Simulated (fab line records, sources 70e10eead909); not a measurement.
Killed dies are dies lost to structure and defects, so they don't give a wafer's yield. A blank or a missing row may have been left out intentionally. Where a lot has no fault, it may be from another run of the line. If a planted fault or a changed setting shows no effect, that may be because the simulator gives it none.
Chamber matching / flow nand-harc / NHARC_A_CONTACT_ETCH_90 on rie-diel-05: 4 sister chambers
The step etches the open film in CH3F/O2, target depth 40 nm, time 85.7 s. 22 wafers are shown with their chamber, then 11 later ones without.

== EACH WAFER AND ITS CHAMBER ==
wafer=L075.2; chamber=2; showerhead-plenum-p-Torr (Torr)=2.65; drypump-motor-current-A (A)=5.7; rf-vpp-V (V)=247.2
wafer=L075.5; chamber=0; showerhead-plenum-p-Torr (Torr)=2.61; drypump-motor-current-A (A)=5.5; rf-vpp-V (V)=246.3
wafer=L075.6; chamber=3; showerhead-plenum-p-Torr (Torr)=2.50; drypump-motor-current-A (A)=5.9; rf-vpp-V (V)=243.7
wafer=L077.2; chamber=0; showerhead-plenum-p-Torr (Torr)=2.61; drypump-motor-current-A (A)=5.5; rf-vpp-V (V)=245.8
wafer=L077.3; chamber=3; showerhead-plenum-p-Torr (Torr)=2.50; drypump-motor-current-A (A)=5.8; rf-vpp-V (V)=244.0
wafer=L077.6; chamber=2; showerhead-plenum-p-Torr (Torr)=2.65; drypump-motor-current-A (A)=5.7; rf-vpp-V (V)=248.3
wafer=L081.3; chamber=1; showerhead-plenum-p-Torr (Torr)=2.59; drypump-motor-current-A (A)=6.5; rf-vpp-V (V)=245.4
wafer=L081.4; chamber=2; showerhead-plenum-p-Torr (Torr)=2.65; drypump-motor-current-A (A)=5.7; rf-vpp-V (V)=246.5
wafer=L081.6; chamber=3; showerhead-plenum-p-Torr (Torr)=2.50; drypump-motor-current-A (A)=5.9; rf-vpp-V (V)=245.4
wafer=L080.1; chamber=1; showerhead-plenum-p-Torr (Torr)=2.59; drypump-motor-current-A (A)=6.6; rf-vpp-V (V)=244.8
wafer=L080.3; chamber=3; showerhead-plenum-p-Torr (Torr)=2.50; drypump-motor-current-A (A)=5.9; rf-vpp-V (V)=245.4
wafer=L080.5; chamber=2; showerhead-plenum-p-Torr (Torr)=2.65; drypump-motor-current-A (A)=5.7; rf-vpp-V (V)=246.6
wafer=L084.2; chamber=0; showerhead-plenum-p-Torr (Torr)=2.60; drypump-motor-current-A (A)=5.4; rf-vpp-V (V)=246.7
wafer=L084.3; chamber=2; showerhead-plenum-p-Torr (Torr)=2.65; drypump-motor-current-A (A)=5.8; rf-vpp-V (V)=245.9
wafer=L084.5; chamber=0; showerhead-plenum-p-Torr (Torr)=2.60; drypump-motor-current-A (A)=5.4; rf-vpp-V (V)=247.9
wafer=L087.1; chamber=0; showerhead-plenum-p-Torr (Torr)=2.60; drypump-motor-current-A (A)=5.5; rf-vpp-V (V)=246.0
wafer=L087.2; chamber=1; showerhead-plenum-p-Torr (Torr)=2.58; drypump-motor-current-A (A)=6.5; rf-vpp-V (V)=246.3
wafer=L087.6; chamber=2; showerhead-plenum-p-Torr (Torr)=2.65; drypump-motor-current-A (A)=5.7; rf-vpp-V (V)=247.2
wafer=L090.1; chamber=2; showerhead-plenum-p-Torr (Torr)=2.65; drypump-motor-current-A (A)=5.7; rf-vpp-V (V)=247.2
wafer=L090.3; chamber=1; showerhead-plenum-p-Torr (Torr)=2.58; drypump-motor-current-A (A)=6.6; rf-vpp-V (V)=247.4
wafer=L090.5; chamber=3; showerhead-plenum-p-Torr (Torr)=2.49; drypump-motor-current-A (A)=5.9; rf-vpp-V (V)=245.5
wafer=L088.4; chamber=0; showerhead-plenum-p-Torr (Torr)=2.60; drypump-motor-current-A (A)=5.5; rf-vpp-V (V)=247.1

SIGNATURES (means of the wafers above)
reading=showerhead-plenum-p-Torr; chamber 0=2.6033; chamber 1=2.5850; chamber 2=2.6500; chamber 3=2.4980; scatter within a chamber=0.00417
reading=drypump-motor-current-A; chamber 0=5.467; chamber 1=6.550; chamber 2=5.714; chamber 3=5.880; scatter within a chamber=0.0471
reading=rf-vpp-V; chamber 0=246.633; chamber 1=245.975; chamber 2=246.986; chamber 3=244.800; scatter within a chamber=0.862
Rule: a wafer's distance from a chamber is the root of the sum, over the readings, of the square of ((its reading less the chamber's mean) divided by the reading's scatter). The wafer belongs to the nearest chamber; if the next one is less than 2 further off, it can't be placed. The scatter: take each reading less its chamber's mean, square it, sum over the shown wafers, divide by the number of wafers less the number of chambers, and take the root.

== WAFERS MISSING THEIR CHAMBER ==
wafer=L088.5; showerhead-plenum-p-Torr (Torr)=2.58; drypump-motor-current-A (A)=6.5; rf-vpp-V (V)=245.7
wafer=L088.6; showerhead-plenum-p-Torr (Torr)=2.60; drypump-motor-current-A (A)=5.4; rf-vpp-V (V)=245.7
wafer=L095.2; showerhead-plenum-p-Torr (Torr)=2.49; drypump-motor-current-A (A)=5.9; rf-vpp-V (V)=244.9
wafer=L095.3; showerhead-plenum-p-Torr (Torr)=2.59; drypump-motor-current-A (A)=5.4; rf-vpp-V (V)=246.2
wafer=L095.6; showerhead-plenum-p-Torr (Torr)=2.59; drypump-motor-current-A (A)=5.5; rf-vpp-V (V)=245.7
wafer=L097.2; showerhead-plenum-p-Torr (Torr)=2.58; drypump-motor-current-A (A)=6.6; rf-vpp-V (V)=244.7
wafer=L097.3; showerhead-plenum-p-Torr (Torr)=2.64; drypump-motor-current-A (A)=5.7; rf-vpp-V (V)=248.3
wafer=L097.6; showerhead-plenum-p-Torr (Torr)=2.48; drypump-motor-current-A (A)=5.9; rf-vpp-V (V)=244.4
wafer=L096.1; showerhead-plenum-p-Torr (Torr)=2.59; drypump-motor-current-A (A)=5.4; rf-vpp-V (V)=247.2
wafer=L096.2; showerhead-plenum-p-Torr (Torr)=2.58; drypump-motor-current-A (A)=6.6; rf-vpp-V (V)=245.6
wafer=L096.6; showerhead-plenum-p-Torr (Torr)=2.49; drypump-motor-current-A (A)=5.9; rf-vpp-V (V)=244.7

== THE CHAMBER EACH PASSED THROUGH ==
wafer=L088.5; from the rows above=1; in truth=1
wafer=L088.6; from the rows above=0; in truth=0
wafer=L095.2; from the rows above=3; in truth=3
wafer=L095.3; from the rows above=0; in truth=0
wafer=L095.6; from the rows above=0; in truth=0
wafer=L097.2; from the rows above=1; in truth=1
wafer=L097.3; from the rows above=2; in truth=2
wafer=L097.6; from the rows above=3; in truth=3
wafer=L096.1; from the rows above=0; in truth=0
wafer=L096.2; from the rows above=1; in truth=1
wafer=L096.6; from the rows above=3; in truth=3
Correctly placed: 11 of 11. From these rows, 0 cannot be placed. 0 placed wrongly.
